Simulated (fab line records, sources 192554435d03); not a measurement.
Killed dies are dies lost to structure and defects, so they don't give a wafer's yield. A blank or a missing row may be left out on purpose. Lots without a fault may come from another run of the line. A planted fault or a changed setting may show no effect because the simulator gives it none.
Chamber matching | flow n5_finfet | N5_BEOL_M3_STRIP_19 on rie_diel-06: 4 sister chambers
The step strips in O2. 8 wafers are shown with their chamber, then 11 later ones without.

WAFERS WITH THEIR CHAMBER
wafer  | chamber | showerhead_plenum_p_Torr (Torr) | drypump_motor_current_A (A)
L081.3 | 0       | 2.12                            | 5.7
L083.2 | 0       | 2.12                            | 5.6
L084.5 | 2       | 2.23                            | 5.4
L085.1 | 2       | 2.23                            | 5.4
L085.5 | 3       | 1.93                            | 5.9
L087.1 | 3       | 1.92                            | 5.9
L087.5 | 1       | 2.07                            | 4.7
L088.1 | 1       | 2.07                            | 4.7

WAFERS WITHOUT THEIR CHAMBER
wafer  | showerhead_plenum_p_Torr (Torr) | drypump_motor_current_A (A)
L088.3 | 1.92                            | 5.9
L088.6 | 2.12                            | 5.7
L089.3 | 2.12                            | 5.6
L089.4 | 1.92                            | 5.9
L089.6 | 2.06                            | 4.7
L091.2 | 2.23                            | 5.4
L091.3 | 1.92                            | 5.9
L091.5 | 2.12                            | 5.6
L097.2 | 2.22                            | 5.4
L097.3 | 1.92                            | 5.9
L097.4 | 2.11                            | 5.7

WHICH CHAMBER EACH WENT THROUGH
wafer  | from the rows above | in truth
L088.3 | 3                   | 3
L088.6 | 0                   | 0
L089.3 | 0                   | 0
L089.4 | 3                   | 3
L089.6 | 1                   | 1
L091.2 | 2                   | 2
L091.3 | 3                   | 3
L091.5 | 0                   | 0
L097.2 | 2                   | 2
L097.3 | 3                   | 3
L097.4 | 0                   | 0
Placed correctly: 11 of 11. Can't be placed from these rows: 0. Placed wrongly: 0.
How it was worked out, from the rows above alone: a wafer's distance from a chamber is the root of the sum, over the readings, of the square of ((its reading less the chamber's mean) divided by the reading's scatter). The wafer belongs to the nearest chamber; if the next one is less than 2 further off, it can't be placed. A chamber's mean is the mean of its shown wafers. The scatter: the root of (the sum of the squares of (reading less its chamber's mean) over the shown wafers, divided by (wafers less chambers)).
